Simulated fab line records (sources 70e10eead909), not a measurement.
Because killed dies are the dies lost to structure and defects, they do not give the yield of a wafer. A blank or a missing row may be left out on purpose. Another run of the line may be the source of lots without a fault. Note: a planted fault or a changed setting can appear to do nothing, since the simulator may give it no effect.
fab line records | flow nand_harc
record: lots: 23 wafers: 69 last_day: 34
route steps=1302 shown A_BLC@1122 A_M0@1150 A_M1@1196 A_BONDPAD@1203
lots that met no fault: from a run of the same line without faults
start_h: hours from the record's first day to the start of the lot's first wafer shown | wait_h: hours elapsed since this lot's preceding step | " as in the row above | L1.1+2: one row covering several wafers at once | - either no value or no given start | * or withheld: withheld | < > ~ a bound
route shown NAME@n: a module of which the file shows steps, and the number in the route of the first | usual: mean and standard deviation over wafers with no fault | same: alike in all rows | chamber/n: place in a boat | sites: readings site by site | _std_site: standard deviation of those values | _edge_site: outer sites' mean less inner sites' | radius_mm: how far each site lies from the wafer's centre | mask NAME#n: copy n | behind: the most recent tool/chamber to have shaped the wafer | hold: cause of the lot's hold/its duration in hours/its outcome | device: names the non-switching transistor (n, p or np) | end of line: the tests these same wafers got at the end of their route | for a step that has no rows: nothing shown but its recipe | killed: dies lost to structure and defects at the first sort, not the wafer's yield | map: the dies of a wafer, with x for killed, . for not killed, _ for no die there
set.NAME: the setting that was run; set.NAME@STEP: the one run at that earlier step | model.NAME: the simulator's own value behind a step, which no gauge read
route steps across a sampled set of lots; one table per step, one row per wafer
services: when a tool's chamber went out of use (start_h, in hours from the record's first day, below 0 if earlier), for how many hours, and the reason
== steps ==
step: NHARC_A_BLC_ETCH_17
recipe: target_depth_a: 3900 over_etch_frac: 0.25 time_s: 609.38 ion_energy_ev: 200 n2_flow_sccm: 150 h2_flow_sccm: 150 ar_flow_sccm: 0 rf_w: 400 bias_w: 150 chemistry: N2/H2
usual: drypump_motor_current_A: 5.7/0.46 n2_flow_sccm: 150.0/0.45 oes_product_au: 1.005/0.011 rf_fwd_power_W: 399.7/1.2 rf_vpp_V: 431/3.2 showerhead_plenum_p_Torr: 2.07/0.12 throttle_valve_pct: 14.170/0.0094
columns lot.wafer tool chamber start_h wait_h drypump_motor_current_A n2_flow_sccm oes_product_au rf_fwd_power_W rf_hours_counter_h rf_vpp_V showerhead_plenum_p_Torr throttle_valve_pct
L075.3 rie_diel-02 3 - - 5.4 150.3 1.000 400.3 10 433 2.17 14.153
L075.5 " 1 " " 5.5 149.8 1.010 398.9 - 433 2.10 14.166
L075.6 " 2 " " 5.5 150.2 0.987 400.4 - 429 1.95 14.182
L074.1 rie_diel-01 2 - - 6.3 150.3 0.997 397.4 10 433 2.18 14.170
L074.2 " 3 " " 5.9 149.9 0.985 399.7 10 427 1.90 14.172
L074.5 " 3 " " 6.0 149.6 0.992 399.6 - 427 1.90 14.155
L077.2 rie_diel-01 2 - - 6.3 150.0 0.995 400.0 11 435 2.18 14.181
L077.3 " 3 " " 6.0 150.0 0.974 399.8 11 427 1.90 14.157
L077.6 " 3 " " 6.0 149.4 0.972 400.0 - 426 1.90 14.166
L078.2 rie_diel-02 2 - - 5.6 150.3 1.012 399.0 14 428 1.95 14.173
L078.4 " 3 " " 5.4 150.1 1.003 398.2 13 434 2.17 14.176
L078.5 " 2 " " 5.6 150.3 1.001 398.9 - 428 1.95 14.185
L079.3 rie_diel-01 0 - - 4.9 150.6 1.003 399.6 0 432 2.14 14.187
L079.4 " 1 " " 5.3 150.0 1.008 399.1 0 433 2.19 14.181
L079.5 " 0 " " 4.9 150.9 1.010 400.3 - 432 2.14 14.174
L082.1 rie_diel-02 0 - - 6.2 151.4 1.001 401.3 1 427 1.90 14.164
L082.6 " 2 " " 5.6 149.9 1.011 399.1 - 429 1.95 14.167
L082.5 " 3 " " 5.4 150.2 1.001 400.1 - 434 2.17 14.182
L080.3 rie_diel-01 0 - - 4.9 149.9 1.015 399.5 1 434 2.14 14.168
L080.5 " 2 " " 6.3 149.8 1.009 400.1 - 435 2.18 14.175
L080.6 " 3 " " 6.0 149.7 0.989 399.6 - 426 1.90 14.167
L081.1 rie_diel-02 0 - - 6.2 150.2 1.016 399.1 4 426 1.90 14.188
L081.4 " 1 " " 5.5 150.7 1.006 401.8 3 431 2.09 14.170
L081.3 " 2 " " 5.6 150.2 1.014 399.6 3 430 1.95 14.166
L083.1 rie_diel-02 2 - - 5.5 149.8 1.029 399.3 3 429 1.95 14.166
L083.6 " 2 " " 5.5 149.8 1.017 400.6 - 428 1.95 14.159
L083.5 " 3 " " 5.4 151.2 1.005 399.9 - 434 2.16 14.185
L085.1 rie_diel-02 1 - - 5.5 150.8 1.007 400.3 4 432 2.09 14.171
L085.3 " 3 " " 5.4 149.6 1.006 400.0 5 433 2.16 14.162
L085.5 " 0 " " 6.1 149.1 1.010 398.3 - 427 1.90 14.144
L084.3 rie_diel-01 0 - - 4.9 150.1 1.009 399.4 3 433 2.14 14.168
L084.1 " 2 " " 6.3 150.1 1.009 400.4 3 433 2.17 14.182
L084.6 " 0 " " 4.9 149.5 1.017 399.7 - 434 2.14 14.175
L086.4 rie_diel-02 0 - - 6.2 150.6 1.002 400.4 8 427 1.90 14.169
L086.1 " 3 " " 5.4 151.0 1.000 398.9 7 433 2.16 14.146
L086.5 " 1 " " 5.6 149.2 1.004 400.8 - 433 2.09 14.157
L088.1 rie_diel-02 1 - - 5.5 150.0 1.008 399.9 8 434 2.09 14.162
L088.4 " 2 " " 5.5 150.6 1.013 400.9 7 429 1.95 14.177
L088.5 " 1 " " 5.6 149.5 1.008 398.6 - 431 2.09 14.174
L090.3 rie_diel-02 1 - - 5.5 150.9 1.009 400.4 8 431 2.09 14.161
L090.2 " 3 " " 5.4 150.0 1.017 399.4 10 434 2.16 14.173
L090.1 " 0 " " 6.2 149.7 1.012 399.7 10 427 1.90 14.163
L091.1 rie_diel-01 0 - - 4.9 150.0 1.015 397.9 5 434 2.14 14.169
L091.5 " 2 " " 6.3 149.0 1.004 400.1 - 435 2.17 14.165
L091.6 " 3 " " 5.9 150.0 0.989 400.2 - 426 1.90 14.180
L087.2 rie_diel-01 2 - - 6.3 149.3 0.993 397.6 6 434 2.17 14.170
L087.3 " 3 " " 6.0 150.6 0.985 401.3 5 426 1.90 14.165
L087.1 " 0 " " 4.9 150.6 1.006 399.1 6 433 2.14 14.154
L089.3 rie_diel-01 1 - - 5.4 149.6 1.016 398.0 6 434 2.19 14.186
L089.5 " 1 " " 5.3 149.7 1.009 399.0 - 434 2.19 14.163
L089.6 " 2 " " 6.3 150.1 1.002 399.6 - 434 2.17 14.162
L092.2 rie_diel-13 1 - - 6.7 150.3 0.999 401.1 49 425 1.88 14.173
L092.1 " 3 " " 5.8 150.3 0.993 399.6 51 431 2.04 14.172
L092.5 " 1 " " 6.7 149.7 1.009 400.8 - 426 1.88 14.166
L095.1 rie_diel-01 2 - - 6.2 150.4 1.010 399.3 8 433 2.17 14.184
L095.3 " 3 " " 5.9 150.0 0.997 399.9 9 426 1.90 14.172
L095.4 " 0 " " 4.9 149.5 1.016 400.9 8 433 2.13 14.175
L094.3 rie_diel-13 3 - - 5.8 150.2 1.004 402.0 5 431 2.04 14.166
L094.1 " 0 " " 5.1 149.7 0.998 399.1 3 428 2.00 14.168
L094.4 " 2 " " 6.0 149.5 1.022 398.9 5 436 2.18 14.182
L093.2 rie_diel-02 2 - - 5.5 149.5 1.016 397.7 12 429 1.95 14.169
L093.4 " 0 " " 6.2 150.3 1.016 401.7 14 426 1.89 14.176
L093.6 " 2 " " 5.5 149.6 1.009 398.8 - 429 1.95 14.174
L096.4 rie_diel-01 1 - - 5.3 149.9 1.012 398.9 1 435 2.19 14.176
L096.1 " 3 " " 6.0 149.7 1.000 399.2 1 426 1.89 14.168
L096.6 " 1 " " 5.4 149.6 1.005 399.2 - 435 2.19 14.158
L097.1 rie_diel-01 1 - - 5.3 150.5 0.999 398.9 2 436 2.19 14.163
L097.2 " 3 " " 6.0 149.9 0.990 397.7 1 427 1.89 14.179
L097.5 " 1 " " 5.4 150.1 1.007 401.8 - 436 2.19 14.176
step: NHARC_A_BLC_STRIP_29
recipe: cf4_flow_sccm: 150 ar_flow_sccm: 0 bias_w: 0 chemistry: CF4
usual: drypump_motor_current_A: 5.7/0.45 oes_product_au: 1.004/0.011 rf_vpp_V: 59.5/1 showerhead_plenum_p_Torr: 1.79/0.093 throttle_valve_pct: 13.285/0.01
columns lot.wafer tool chamber start_h wait_h drypump_motor_current_A oes_product_au rf_hours_counter_h rf_vpp_V showerhead_plenum_p_Torr throttle_valve_pct
L075.3 rie_diel-02 0 528.72 0.1 6.2 1.009 10 58.4 1.66 13.274
L075.5 " 0 " " 6.2 1.003 - 60.7 1.66 13.294
L075.6 " 1 " " 5.5 1.012 - 60.1 1.81 13.285
L074.1 rie_diel-02 0 530.55 0.1 6.2 1.007 10 58.4 1.66 13.279
L074.2 " 1 " " 5.5 1.015 12 61.0 1.81 13.301
L074.5 " 1 " " 5.5 1.006 - 60.6 1.81 13.275
L077.3 rie_diel-13 0 543.69 0.1 5.0 0.989 7 59.3 1.75 13.296
L077.2 " 1 " " 6.7 1.013 7 58.6 1.66 13.273
L077.6 " 2 " " 6.0 0.999 - 60.8 1.89 13.290
L078.4 rie_diel-02 2 558.63 0.1 5.5 1.013 14 59.0 1.70 13.295
L078.2 " 3 " " 5.4 1.017 13 59.4 1.87 13.294
L078.5 " 2 " " 5.6 1.014 - 59.4 1.70 13.276
L079.4 rie_diel-01 3 579.65 0.1 5.9 0.990 1 58.4 1.66 13.288
L079.3 " 0 " " 4.9 1.006 1 58.5 1.85 13.274
L079.5 " 1 " " 5.3 1.002 - 59.1 1.89 13.278
L082.1 rie_diel-01 2 585.84 0.1 6.3 1.005 1 59.3 1.87 13.290
L082.5 " 2 " " 6.3 0.996 - 60.8 1.87 13.274
L082.6 " 3 " " 6.0 0.989 - 57.7 1.66 13.288
L080.3 rie_diel-13 0 588.31 0.1 5.1 0.994 20 59.6 1.74 13.299
L080.6 " 1 " " 6.7 1.000 - 57.7 1.65 13.294
L080.5 " 2 " " 6.0 0.993 - 59.5 1.89 13.285
L081.3 rie_diel-01 2 616.18 0.1 6.3 0.996 3 60.8 1.87 13.279
L081.4 " 3 " " 5.9 0.980 3 59.5 1.66 13.289
L081.1 " 0 " " 4.9 1.015 3 57.5 1.84 13.287
L083.1 rie_diel-01 2 618.08 0.1 6.3 1.003 3 60.2 1.87 13.285
L083.5 " 1 " " 5.3 1.010 - 61.4 1.89 13.278
L083.6 " 2 " " 6.3 1.006 - 62.5 1.87 13.279
L085.3 rie_diel-02 2 621.51 0.1 5.5 1.026 4 59.0 1.70 13.283
L085.1 " 0 " " 6.1 1.011 5 59.4 1.66 13.278
L085.5 " 2 " " 5.5 1.010 - 57.6 1.70 13.289
L084.3 rie_diel-02 1 625.25 0.1 5.5 1.009 4 60.0 1.81 13.283
L084.1 " 3 " " 5.4 0.998 5 58.7 1.87 13.285
L084.6 " 1 " " 5.5 1.006 - 59.2 1.81 13.283
L086.1 rie_diel-01 2 642.15 0.1 6.3 0.984 4 59.1 1.87 13.279
L086.4 " 0 " " 4.9 1.010 4 60.3 1.84 13.276
L086.5 " 1 " " 5.3 1.007 - 58.8 1.89 13.276
L088.4 rie_diel-13 0 661.24 0.1 5.1 1.002 41 60.4 1.74 13.286
L088.1 " 1 " " 6.7 1.012 41 58.7 1.65 13.287
L088.5 " 2 " " 6.0 1.018 - 58.3 1.88 13.296
L090.1 rie_diel-01 3 665.87 0.1 5.9 0.988 5 58.3 1.66 13.266
L090.2 " 0 " " 4.9 1.009 5 59.2 1.84 13.270
L090.3 " 1 " " 5.3 1.007 5 59.2 1.89 13.292
L091.1 rie_diel-02 3 668.85 0.1 5.4 1.001 10 60.7 1.86 13.285
L091.6 " 2 " " 5.6 1.019 - 59.4 1.70 13.300
L091.5 " 3 " " 5.4 1.001 - 59.3 1.86 13.300
L087.2 rie_diel-02 0 669.97 0.1 6.2 1.008 11 58.5 1.66 13.285
L087.3 " 1 " " 5.6 1.012 9 58.5 1.81 13.314
L087.1 " 2 " " 5.5 1.018 9 58.9 1.70 13.277
L089.3 rie_diel-01 0 671.97 0.1 4.9 1.005 6 58.9 1.84 13.293
L089.5 " 2 " " 6.3 1.007 - 59.3 1.87 13.280
L089.6 " 3 " " 5.9 0.986 - 59.0 1.66 13.281
L092.1 rie_diel-01 2 689.73 0.1 6.2 1.011 7 61.2 1.87 13.272
L092.2 " 3 " " 6.0 0.995 7 58.7 1.66 13.269
L092.5 " 3 " " 5.9 0.993 - 57.3 1.66 13.287
L095.1 rie_diel-02 1 712.82 0.1 5.5 1.002 13 59.6 1.81 13.278
L095.4 " 3 " " 5.4 1.014 14 59.1 1.86 13.291
L095.3 " 0 " " 6.1 1.017 14 59.2 1.65 13.288
L094.4 rie_diel-02 1 716.36 0.1 5.5 0.999 13 58.6 1.81 13.282
L094.1 " 2 " " 5.5 1.013 12 58.5 1.70 13.282
L094.3 " 3 " " 5.4 1.008 14 58.7 1.86 13.289
L093.2 rie_diel-01 2 718.57 0.1 6.3 0.997 9 59.0 1.87 13.273
L093.4 " 3 " " 5.9 1.000 9 59.4 1.65 13.301
L093.6 " 2 " " 6.3 1.003 - 60.4 1.87 13.283
L096.1 rie_diel-01 1 755.87 0.1 5.3 1.004 2 61.4 1.88 13.293
L096.4 " 2 " " 6.3 1.008 1 60.9 1.87 13.294
L096.6 " 0 " " 4.9 1.007 - 59.4 1.84 13.285
L097.2 rie_diel-02 0 757.38 0.1 6.2 0.998 0 59.6 1.66 13.300
L097.1 " 1 " " 5.5 1.017 0 59.5 1.81 13.300
L097.5 " 2 " " 5.5 1.021 - 59.5 1.70 13.278
step: NHARC_A_M0_DESCUM_14
recipe: time_s: 3 o2_flow_sccm: 200 ar_flow_sccm: 0 bias_power_w: 0 chemistry: O2
usual: drypump_motor_current_A: 5.8/0.45 o2_flow_sccm: 200.0/0.55 oes_product_au: 0.998/0.0094 rf_vpp_V: 57.8/0.98 showerhead_plenum_p_Torr: 1.94/0.098 throttle_valve_pct: 11.310/0.0093
columns lot.wafer tool chamber start_h wait_h drypump_motor_current_A o2_flow_sccm oes_product_au rf_hours_counter_h rf_vpp_V showerhead_plenum_p_Torr throttle_valve_pct
L075.3 rie_diel-12 1 532.08 0.1 6.2 200.0 0.985 4.9 58.9 1.81 11.303
L075.6 " 3 " " 5.8 200.0 1.003 - 56.8 1.78 11.320
L075.5 " 0 " " 6.0 199.3 1.010 - 57.8 1.80 11.307
L074.2 rie_diel-03 3 533.53 0.1 5.0 201.4 0.999 2.5 58.0 1.98 11.303
L074.1 " 2 " " 5.7 199.4 0.983 2.7 58.0 1.79 11.309
L074.5 " 0 " " 6.0 200.0 1.003 - 56.7 1.90 11.315
L077.2 rie_diel-03 0 546.80 0.1 6.0 200.1 1.000 3.4 57.5 1.90 11.310
L077.3 " 1 " " 6.3 199.6 0.994 3.4 57.2 2.04 11.306
L077.6 " 1 " " 6.3 199.9 0.990 - 58.8 2.04 11.310
L078.2 rie_diel-03 0 561.49 0.1 6.0 199.5 1.008 4.7 57.8 1.90 11.316
L078.4 " 3 " " 5.0 199.4 0.992 4.5 60.0 1.98 11.302
L078.5 " 0 " " 6.0 199.3 1.012 - 56.3 1.90 11.305
L079.3 rie_diel-03 1 582.63 0.1 6.3 200.0 0.993 6.4 58.6 2.04 11.309
L079.4 " 3 " " 5.0 200.5 0.998 5.5 60.1 1.98 11.315
L079.5 " 1 " " 6.3 200.8 0.994 - 57.8 2.04 11.293
L082.1 rie_diel-03 3 588.84 0.1 5.0 200.2 0.996 6.1 59.1 1.98 11.317
L082.6 " 1 " " 6.3 200.0 0.996 - 58.4 2.04 11.312
L082.5 " 2 " " 5.7 199.8 0.989 - 56.4 1.79 11.309
L080.3 rie_diel-04 3 591.29 0.1 6.5 200.1 0.980 2.6 59.3 2.05 11.311
L080.6 " 0 " " 5.4 200.3 0.992 - 59.1 1.97 11.302
L080.5 " 1 " " 5.4 200.4 0.991 - 59.3 2.05 11.304
L081.3 rie_diel-04 2 619.18 0.1 5.6 199.8 0.993 5.6 56.7 1.97 11.311
L081.4 " 3 " " 6.5 200.2 0.978 5.4 58.0 2.05 11.309
L081.1 " 1 " " 5.4 199.9 0.986 6.3 59.0 2.05 11.328
L083.1 rie_diel-03 0 620.95 0.1 6.0 199.8 0.985 7.3 57.4 1.90 11.315
L083.6 " 3 " " 4.9 199.4 0.988 - 59.0 1.98 11.306
L083.5 " 0 " " 5.9 200.1 0.992 - 56.0 1.90 11.304
L085.1 rie_diel-03 2 624.50 0.1 5.7 200.2 1.007 7.8 57.8 1.79 11.309
L085.3 " 0 " " 5.9 199.1 0.982 7.3 57.3 1.90 11.310
L085.5 " 2 " " 5.7 200.3 1.002 - 55.7 1.79 11.322
L084.1 rie_diel-03 2 628.24 0.1 5.7 199.5 1.000 7.9 57.4 1.79 11.302
L084.3 " 3 " " 4.9 200.7 0.993 7.2 57.8 1.98 11.320
L084.6 " 2 " " 5.7 200.0 1.009 - 57.7 1.79 11.309
L086.4 rie_diel-03 3 645.13 0.1 5.0 199.9 1.015 0.4 57.4 1.98 11.334
L086.1 " 1 " " 6.3 201.4 1.002 0.2 59.1 2.04 11.302
L086.5 " 0 " " 6.0 200.0 1.009 - 56.6 1.90 11.314
L088.1 rie_diel-04 3 664.24 0.1 6.5 199.8 0.980 7.8 57.5 2.05 11.323
L088.4 " 3 " " 6.5 199.3 0.982 - 58.1 2.05 11.318
L088.5 " 1 " " 5.4 200.3 1.001 - 57.7 2.05 11.294
L090.1 rie_diel-04 1 668.72 0.1 5.4 200.0 0.990 8.4 57.1 2.05 11.307
L090.2 " 3 " " 6.5 199.3 0.969 8.0 58.8 2.05 11.319
L090.3 " 0 " " 5.4 199.9 0.989 8.2 58.4 1.96 11.314
L091.1 rie_diel-12 3 671.88 0.1 5.7 199.3 1.004 2.2 56.1 1.77 11.293
L091.6 " 2 " " 5.6 200.9 0.994 - 57.8 1.92 11.313
L091.5 " 3 " " 5.7 200.2 0.999 - 57.1 1.77 11.307
L087.3 rie_diel-12 0 672.85 0.1 5.9 200.6 1.014 2.0 57.2 1.80 11.302
L087.2 " 1 " " 6.2 200.6 1.001 1.8 57.3 1.81 11.306
L087.1 " 2 " " 5.6 199.9 0.993 2.2 58.3 1.92 11.313
L089.3 rie_diel-03 2 674.99 0.1 5.7 199.3 1.006 - 57.5 1.79 11.297
L089.5 " 3 " " 4.9 200.0 1.001 - 56.3 1.98 11.305
L089.6 " 2 " " 5.7 200.0 1.002 - 56.5 1.79 11.291
L092.1 rie_diel-04 2 692.75 0.1 5.6 200.1 0.991 8.3 57.3 1.96 11.313
L092.2 " 1 " " 5.4 199.7 1.002 9.7 58.9 2.05 11.322
L092.5 " 3 " " 6.5 200.6 0.999 - 57.1 2.05 11.317
L095.1 rie_diel-03 1 716.19 0.1 6.3 200.7 1.005 3.6 59.2 2.04 11.309
L095.4 " 2 " " 5.6 200.0 1.004 4.2 56.2 1.79 11.325
L095.3 " 3 " " 5.0 199.6 1.008 4.3 57.9 1.98 11.319
L094.3 rie_diel-04 3 719.22 0.1 6.5 200.0 0.988 0.1 58.1 2.05 11.293
L094.1 " 0 " " 5.4 200.6 0.997 0.1 58.7 1.96 11.327
L094.4 " 1 " " 5.4 200.2 1.009 0.0 58.3 2.05 11.302
L093.2 rie_diel-04 0 721.55 0.1 5.5 199.5 1.008 0.1 58.6 1.96 11.312
L093.4 " 1 " " 5.4 199.8 1.009 0.1 58.7 2.05 11.324
L093.6 " 0 " " 5.5 200.3 1.003 - 59.3 1.96 11.298
L096.1 rie_diel-03 1 758.85 0.1 6.3 199.5 0.989 6.6 59.7 2.04 11.291
L096.4 " 2 " " 5.7 200.4 1.003 6.9 57.9 1.79 11.309
L096.6 " 1 " " 6.3 199.7 0.991 - 58.5 2.04 11.307
L097.1 rie_diel-03 0 760.24 0.1 6.0 198.3 0.990 5.4 58.6 1.90 11.333
L097.2 " 2 " " 5.7 200.5 1.008 6.9 57.7 1.79 11.317
L097.5 " 0 " " 5.9 199.0 0.998 - 57.5 1.90 11.314
step: NHARC_A_M0_DEGAS_28
recipe: temp_c: 250 time_s: 60
usual: heater_power_w: 337/34 susceptor_temp_C: 250.00/0.16
columns lot.wafer tool chamber start_h wait_h heater_power_w susceptor_temp_C
L075.3 pvd_sputter-01 - 532.98 - 328 249.94
L075.5 " - " " 323 249.87
L075.6 " - " " 371 250.15
L074.1 pvd_sputter-01 - 534.50 - 332 250.02
L074.2 " - " " 308 249.83
L074.5 " - " " 323 250.17
L077.2 pvd_sputter-02 - 547.74 - 328 250.13
L077.3 " - " " 326 249.92
L077.6 " - " " 295 250.05
L078.4 pvd_sputter-03 - 562.46 - 319 250.15
L078.2 " - " " 348 250.10
L078.5 " - " " 319 249.87
L079.4 pvd_sputter-03 - 583.56 - 319 249.90
L079.3 " - " " 397 249.96
L079.5 " - " " 352 249.97
L082.1 pvd_sputter-03 - 589.77 - 322 250.26
L082.5 " - " " 403 250.17
L082.6 " - " " 287 250.03
L080.3 pvd_sputter-02 - 592.21 - 296 249.86
L080.6 " - " " 322 249.93
L080.5 " - " " 316 250.08
L081.3 pvd_sputter-02 - 620.14 - 375 249.87
L081.1 " - " " 298 250.06
L081.4 " - " " 324 249.81
L083.1 pvd_sputter-03 - 621.88 - 291 -
L083.6 " - " " 355 -
L083.5 " - " " 326 -
L085.3 pvd_sputter-02 - 625.43 - 379 250.18
L085.1 " - " " 299 250.10
L085.5 " - " " 331 250.11
L084.1 pvd_sputter-02 - 629.15 - 325 250.08
L084.3 " - " " 326 250.28
L084.6 " - " " 326 250.23
L086.4 pvd_sputter-03 - 646.05 - 357 250.23
L086.1 " - " " 409 250.14
L086.5 " - " " 348 250.22
L088.4 pvd_sputter-02 - 665.20 - 330 249.87
L088.1 " - " " 325 249.97
L088.5 " - " " 293 250.04
L090.1 pvd_sputter-02 - 669.74 - 344 249.89
L090.2 " - " " 391 249.84
L090.3 " - " " 300 249.87
L091.1 pvd_sputter-01 - 672.83 - 331 250.00
L091.5 " - " " 328 249.96
L091.6 " - " " 281 249.86
L087.1 pvd_sputter-01 - 673.95 - 359 250.04
L087.2 " - " " 326 250.20
L087.3 " - " " 277 249.88
L089.3 pvd_sputter-03 - 675.99 - 411 249.87
L089.5 " - " " 321 250.05
L089.6 " - " " 401 250.08
L092.1 pvd_sputter-02 - 693.67 - 395 250.24
L092.2 " - " " 344 249.83
L092.5 " - " " 297 250.23
L095.1 pvd_sputter-02 - 717.09 - 322 250.07
L095.4 " - " " 389 250.08
L095.3 " - " " 296 249.68
L094.1 pvd_sputter-03 - 720.14 - 351 250.15
L094.4 " - " " 411 249.99
L094.3 " - " " 308 249.86
L093.2 pvd_sputter-03 - 722.47 - 352 250.07
L093.4 " - " " 357 249.94
L093.6 " - " " 353 250.08
L096.4 pvd_sputter-02 - 759.78 - 330 250.11
L096.1 " - " " 331 249.99
L096.6 " - " " 330 250.07
L097.2 pvd_sputter-03 - 761.17 - 352 250.27
L097.1 " - " " 301 249.86
L097.5 " - " " 354 249.63
step: NHARC_A_M1_THK_MEAS_24
recipe: thk_meas_gauge: xrf
usual: thk_nm: 154.0/1.5
columns lot.wafer tool chamber start_h wait_h thk_nm
L075.3 film_metro-01 - 538.76 - 154.0
L075.5 " - " " 152.1
L075.6 " - " " 155.1
L074.1 film_metro-02 - 540.05 - 155.7
L074.2 " - " " 153.1
L074.5 " - " " 156.9
L077.2 film_metro-02 - 553.88 - 152.5
L077.3 " - " " 152.8
L077.6 " - " " 152.6
L078.2 film_metro-01 - 567.90 - 154.0
L078.4 " - " " 157.4
L078.5 " - " " 154.9
L079.3 film_metro-01 - 589.24 - 151.9
L079.4 " - " " 155.7
L079.5 " - " " 153.5
L082.1 film_metro-02 - 595.29 - 153.9
L082.5 " - " " 154.2
L082.6 " - " " 152.4
L080.3 film_metro-01 - 598.18 - 153.7
L080.5 " - " " 155.5
L080.6 " - " " 152.6
L081.1 film_metro-02 - 626.38 - 155.4
L081.3 " - " " 153.3
L081.4 " - " " 154.6
L083.1 film_metro-02 - 627.94 - 152.9
L083.5 " - " " 153.5
L083.6 " - " " 152.5
L085.1 film_metro-02 - 630.83 - 152.6
L085.3 " - " " 153.2
L085.5 " - " " 155.8
L084.1 film_metro-02 - 634.68 - 156.8
L084.3 " - " " 151.7
L084.6 " - " " 154.2
L086.1 film_metro-02 - 651.60 - 157.1
L086.4 " - " " 156.4
L086.5 " - " " 153.2
L088.1 film_metro-01 - 670.76 - 155.1
L088.4 " - " " 154.3
L088.5 " - " " 155.6
L090.1 film_metro-02 - 675.29 - 152.6
L090.2 " - " " 153.7
L090.3 " - " " 154.5
L091.1 film_metro-01 - 678.39 - 155.1
L091.5 " - " " 152.6
L091.6 " - " " 153.6
L087.1 film_metro-01 - 679.79 - 153.7
L087.2 " - " " 154.4
L087.3 " - " " 154.2
L089.3 film_metro-02 - 681.52 - 153.3
L089.5 " - " " 154.1
L089.6 " - " " 154.2
L092.1 film_metro-01 - 699.36 - 156.1
L092.2 " - " " 156.4
L092.5 " - " " 152.0
L095.1 film_metro-01 - 722.66 - 152.2
L095.3 " - " " 154.8
L095.4 " - " " 152.3
L094.1 film_metro-02 - 727.13 - 156.0
L094.3 " - " " 152.5
L094.4 " - " " 155.2
L093.2 film_metro-02 - 728.00 - 155.6
L093.4 " - " " 155.0
L093.6 " - " " 153.1
L096.1 film_metro-02 - 765.37 - 152.0
L096.4 " - " " 154.0
L096.6 " - " " 154.4
L097.1 film_metro-01 - 766.85 - 153.5
L097.2 " - " " 152.9
L097.5 " - " " 153.9
step: NHARC_A_BONDPAD_CMP_29
recipe: target_thk_nm: 200 material: SiCN
usual: motor_current_A: 11.9/1.4 slurry_flow_ml_min: 150.1/0.47
columns lot.wafer tool chamber start_h wait_h motor_current_A slurry_flow_ml_min
L075.3 cmp-02 0 540.02 - 12.5 149.8
L075.5 " 0 " " 12.7 149.2
L075.6 " 1 " " 12.4 150.7
L074.1 cmp-04 2 541.32 - 13.4 149.9
L074.2 " 0 " " 9.7 150.8
L074.5 " 3 " " 10.2 150.6
L077.3 cmp-04 2 555.25 - 12.8 150.3
L077.2 " 1 " " 14.2 150.1
L077.6 " 3 " " 10.8 150.2
L078.4 cmp-03 1 569.16 - 11.0 149.6
L078.2 " 3 " " 16.1 150.0
L078.5 " 2 " " 12.2 149.9
L079.4 cmp-02 0 590.54 - 11.3 150.2
L079.3 " 1 " " 11.2 150.8
L079.5 " 2 " " 12.2 150.4
L082.1 cmp-04 1 596.62 - 13.5 150.6
L082.5 " 2 " " 12.6 150.1
L082.6 " 3 " " 10.2 151.1
L080.3 cmp-02 0 599.44 - 12.8 149.8
L080.6 " 0 " " 12.2 150.0
L080.5 " 1 " " 11.5 149.7
L081.3 cmp-04 2 627.64 - 12.8 151.1
L081.1 " 3 " " 10.7 150.4
L081.4 " 0 " " 10.6 149.8
L083.1 cmp-04 3 629.34 - 10.3 150.5
L083.5 " 1 " " 12.8 149.9
L083.6 " 2 " " 12.4 150.1
L085.3 cmp-04 0 632.12 - 10.2 149.7
L085.1 " 1 " " 13.4 150.7
L085.5 " 3 " " 10.1 149.8
L084.3 cmp-04 3 635.94 - 10.3 150.4
L084.1 " 0 " " 9.6 149.8
L084.6 " 3 " " 11.1 150.3
L086.1 cmp-04 0 652.98 - 10.3 150.3
L086.4 " 2 " " 13.1 150.3
L086.5 " 3 " " 10.7 150.1
L088.4 cmp-04 3 672.05 - 10.4 150.3
L088.1 " 1 " " 13.5 150.4
L088.5 " 2 " " 13.1 149.6
L090.2 cmp-04 2 676.58 - 12.4 149.9
L090.1 " 3 " " 10.6 150.7
L090.3 " 0 " " 10.1 150.1
L091.1 cmp-03 2 679.67 - 12.3 150.3
L091.6 " 1 " " 11.0 150.8
L091.5 " 2 " " 11.2 151.1
L087.3 cmp-02 1 681.07 - 11.8 149.2
L087.1 " 2 " " 11.6 149.9
L087.2 " 3 " " 11.0 149.9
L089.3 cmp-02 2 682.78 - 12.4 150.3
L089.6 " 2 " " 12.2 151.0
L089.5 " 3 " " 11.1 150.0
L092.1 cmp-03 0 700.78 0.4 12.6 150.4
L092.2 " 2 " " 11.4 150.2
L092.5 " 0 " " 12.5 149.4
L095.3 cmp-04 2 723.92 - 13.1 149.4
L095.1 " 0 " " 10.0 149.9
L095.4 " 1 " " 13.8 150.3
L094.3 cmp-03 3 728.39 - 15.2 149.4
L094.1 " 1 " " 10.5 150.0
L094.4 " 2 " " 11.6 150.8
L093.4 cmp-03 0 729.26 - 12.7 150.6
L093.2 " 2 " " 12.1 150.7
L093.6 " 0 " " 12.5 149.8
L096.4 cmp-04 1 766.66 - 13.0 150.1
L096.1 " 3 " " 10.4 150.8
L096.6 " 0 " " 10.1 149.9
L097.2 cmp-04 1 768.11 - 12.8 149.7
L097.1 " 0 " " 10.2 149.8
L097.5 " 2 " " 12.8 150.0
== services ==
columns tool chamber start_h hours kind
rie_diel-03 3 505.74 5.3 repair
cmp-04 - 514.29 1.1 repair
cmp-04 - 520.76 16.2 repair
rie_diel-02 1 533.92 8.9 repair
cmp-04 - 546.15 0.9 repair
rie_diel-01 3 554.33 4.1 repair
rie_diel-01 - 557.82 9.0 pm
rie_diel-02 - 570.96 9.0 pm
cmp-04 - 584.85 8.8 repair
cmp-04 - 601.06 4.0 pm
pvd_sputter-02 - 602.72 1.9 repair
rie_diel-03 - 635.30 9.0 pm
pvd_sputter-02 - 638.04 10.0 pm
rie_diel-01 1 642.48 3.9 repair
rie_diel-02 0 651.76 3.5 repair
rie_diel-03 0 662.72 15.4 repair
rie_diel-03 1 672.78 2.8 repair
rie_diel-03 - 692.76 2.2 repair
cmp-04 - 699.21 4.0 pm
rie_diel-03 0 708.93 1.6 repair
rie_diel-01 2 724.30 7.4 repair
cmp-04 - 724.31 6.8 repair
rie_diel-01 - 734.82 9.0 pm
rie_diel-02 - 747.96 9.0 pm
== key ==
fault none
